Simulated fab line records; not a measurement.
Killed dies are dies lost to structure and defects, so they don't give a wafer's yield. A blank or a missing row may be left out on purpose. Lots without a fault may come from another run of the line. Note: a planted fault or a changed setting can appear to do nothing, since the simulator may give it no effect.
Chamber matching	flow nandHarc	NHARC_A_STAIRCASE_DESCUM_312 on rieDiel-02: 4 sister chambers
The step chemistry O2, time 3 s. 8 wafers are shown with their chamber, then 8 later ones without.

== WAFERS WITH THEIR CHAMBER ==
wafer	chamber	drypumpMotorCurrentA (A)	showerheadPlenumPTorr (Torr)
L081.2	3	6.5	1.79
L079.2	1	6.3	1.79
L083.4	3	6.4	1.79
L085.3	2	5.3	1.88
L089.1	1	6.3	1.78
L089.2	0	5.7	1.79
L089.3	2	5.3	1.88
L094.1	0	5.7	1.79

== WAFERS WITHOUT THEIR CHAMBER ==
wafer	drypumpMotorCurrentA (A)	showerheadPlenumPTorr (Torr)
L094.4	6.4	1.78
L094.5	5.7	1.79
L094.2	6.3	1.78
L094.3	5.3	1.88
L094.6	6.4	1.78
L097.1	6.4	1.78
L097.2	5.7	1.79
L097.4	5.3	1.87

== CHAMBER TAKEN BY EACH ==
wafer	from the rows above	in truth
L094.4	can't be placed: 3 or 1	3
L094.5	0	0
L094.2	1	1
L094.3	2	2
L094.6	can't be placed: 3 or 1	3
L097.1	can't be placed: 3 or 1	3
L097.2	0	0
L097.4	2	2
5 of 8 placed correctly. Not placeable from these rows: 3 (in 3, the candidates include the true chamber). Placed wrongly: 0.
How it was worked out, from the rows above alone: a wafer's distance from a chamber is the root of the sum, over the readings, of the square of ((its reading less the chamber's mean) divided by the reading's scatter). If the next closest chamber is less than 2 further off than the closest, the wafer can't be placed; otherwise it belongs to the closest. Each chamber's mean is taken over the wafers shown for it. The scatter is the square root of a quotient: the sum, over the shown wafers, of each reading's squared deviation from its chamber's mean, divided by wafers minus chambers.
